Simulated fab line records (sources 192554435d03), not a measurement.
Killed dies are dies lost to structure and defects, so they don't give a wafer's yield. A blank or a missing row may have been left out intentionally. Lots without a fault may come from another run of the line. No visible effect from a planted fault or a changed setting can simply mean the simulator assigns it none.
Split-lot experiment | flow n5 finfet | 39 wafers read across 7 lots, on a route 1938 steps long

== ABOUT THE SPLIT ==
At N5_BEOL_M3_CVD_47 (deposits Co from CCTBA/H2, target thk 3 nm, time 223.8 s), the setting target thk a was moved away from the recipe's 30 angstrom on 12 of the 39 wafers read, by -34.6% to +51.1%. The other wafers ran this setting at the recipe's value.

The reading comes from the split's own step.

== THE READING ==
Co_of_BEOL_M3_CVD_47.thk nm (the simulator's own value, which no gauge read), in nm, at N5_BEOL_M3_CVD_47 (deposits Co from CCTBA/H2, target thk 3 nm, time 223.8 s). There is no usual value for it anywhere in the file. Here, 27 wafers ran the recipe; their average is 3.0 nm with a standard deviation of 0.15 nm.

wafer  | tool, chamber at the split | target thk a as run, angstrom | against the recipe | Co_of_BEOL_M3_CVD_47.thk nm, nm | against lot-mates on the recipe
L074.1 | cvd co-01, 1,0,2           | 30                            | recipe             | 2.8                             | -
L074.3 | cvd co-01, 1,0,2           | 30                            | recipe             | 2.8                             | -
L074.5 | cvd co-01, 1,0,2           | 30                            | recipe             | 2.8                             | -
L074.2 | cvd co-01, 2               | 19.63                         | -34.6%             | 1.8                             | -1.0
L074.4 | cvd co-01, 1,0             | 19.63                         | -34.6%             | 2                               | -0.8
L074.6 | cvd co-01, 1,0             | 19.63                         | -34.6%             | 2                               | -0.8
L075.1 | cvd co-01, 1               | 30                            | recipe             | 3                               | -
L075.5 | cvd co-01, 1               | 30                            | recipe             | 3                               | -
L075.4 | cvd co-01, 2               | 30                            | recipe             | 2.8                             | -
L080.1 | cvd co-01, 1,0,0           | 30                            | recipe             | 3                               | -
L080.2 | cvd co-01, 1,0,0           | 30                            | recipe             | 3                               | -
L080.6 | cvd co-01, 1,0,0           | 30                            | recipe             | 3                               | -
L080.3 | cvd co-01, 2               | 21.2                          | -29.3%             | 2                               | -1.0
L080.4 | cvd co-01, 2               | 21.2                          | -29.3%             | 2                               | -1.0
L080.5 | cvd co-01, 1               | 21.2                          | -29.3%             | 2.2                             | -0.8
L084.1 | cvd co-01, 0               | 30                            | recipe             | 3                               | -
L084.2 | cvd co-01, 1               | 30                            | recipe             | 2.8                             | -
L084.4 | cvd co-01, 1               | 30                            | recipe             | 2.8                             | -
L084.3 | cvd co-01, 2               | 45.32                         | +51.1%             | 4.2                             | +1.3
L084.5 | cvd co-01, 2,0             | 45.32                         | +51.1%             | 4.4                             | +1.5
L084.6 | cvd co-01, 2,0             | 45.32                         | +51.1%             | 4.4                             | +1.5
L087.1 | cvd co-01, 0               | 30                            | recipe             | 3.2                             | -
L087.2 | cvd co-01, 2,1,1           | 34.68                         | +15.6%             | 3.4                             | +0.4
L087.3 | cvd co-01, 2,1,1           | 34.68                         | +15.6%             | 3.4                             | +0.4
L087.4 | cvd co-01, 2,1,1           | 34.68                         | +15.6%             | 3.4                             | +0.4
L087.5 | cvd co-01, 0               | 30                            | recipe             | 3                               | -
L087.6 | cvd co-01, 2               | 30                            | recipe             | 2.8                             | -
L088.1 | cvd co-02, 0,2,0           | 30                            | recipe             | 2.8                             | -
L088.2 | cvd co-02, 0,2,0           | 30                            | recipe             | 2.8                             | -
L088.6 | cvd co-02, 0,2,0           | 30                            | recipe             | 2.8                             | -
L088.3 | cvd co-02, 1               | 30                            | recipe             | 3.2                             | -
L088.5 | cvd co-02, 1               | 30                            | recipe             | 3.2                             | -
L088.4 | cvd co-02, 2               | 30                            | recipe             | 3                               | -
L091.1 | cvd co-01, 2,2,1           | 30                            | recipe             | 3                               | -
L091.4 | cvd co-01, 2,2,1           | 30                            | recipe             | 3                               | -
L091.6 | cvd co-01, 2,2,1           | 30                            | recipe             | 3                               | -
L091.2 | cvd co-01, 0               | 30                            | recipe             | 3.2                             | -
L091.5 | cvd co-01, 0               | 30                            | recipe             | 3.2                             | -
L091.3 | cvd co-01, 1               | 30                            | recipe             | 2.8                             | -
The file does not say which wafer passed through which chamber wherever a row lists several chambers: such a row stands for several wafers.

FIT RESULTS
A straight line over all 39 wafers: Co_of_BEOL_M3_CVD_47.thk nm changes by +0.0283 nm for each +1% of target thk a; r = +0.97; the points scatter about the line by 0.14 nm.
The same after taking each lot's own level away (the mean of its wafers on the recipe; 39 wafers): +0.0282 nm for each +1%; r = +0.98; scatter 0.13 nm.
Per that fit: largest target thk a move, reading shift of 1.4 nm.
Measured against the standard deviation above, the lots' own levels, which go from 2.80 to 3.03 nm, span 1.6 times it.
Consequently the slope shifts little with the lot-to-lot level, the two slopes agreeing.
Check: +1.47 nm against its lot-mates is what the line predicts for one of the wafers moved furthest among these (+51.1%) when that wafer is left out of the fit. It came out at +1.33 nm against them.

== ADDITIONAL SPLITS CARRIED BY THESE WAFERS ==
Before the reading, these wafers also passed through other splits. Each is held against what the fit with the lots' levels taken away leaves over:
other split on the same wafers               | wafers away from the commonest value | r with Co_of_BEOL_M3_CVD_47.thk nm (lot level and that fit taken away)
N5_ZERO_LAYER_DEVELOP_10 develop time s      | 15                                   | -0.13
N5_FIN_CUT_CUT_ETCH_26 time s                | 12                                   | -0.06
N5_MOL_CONTACT_COAG_SPUTTER_143 target thk a | 18                                   | -0.03

== FILE'S OWN FIT ==
Co_of_BEOL_M3_CVD_47.thk nm changes by +0.0282 nm for each +1% of target thk a, r = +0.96.
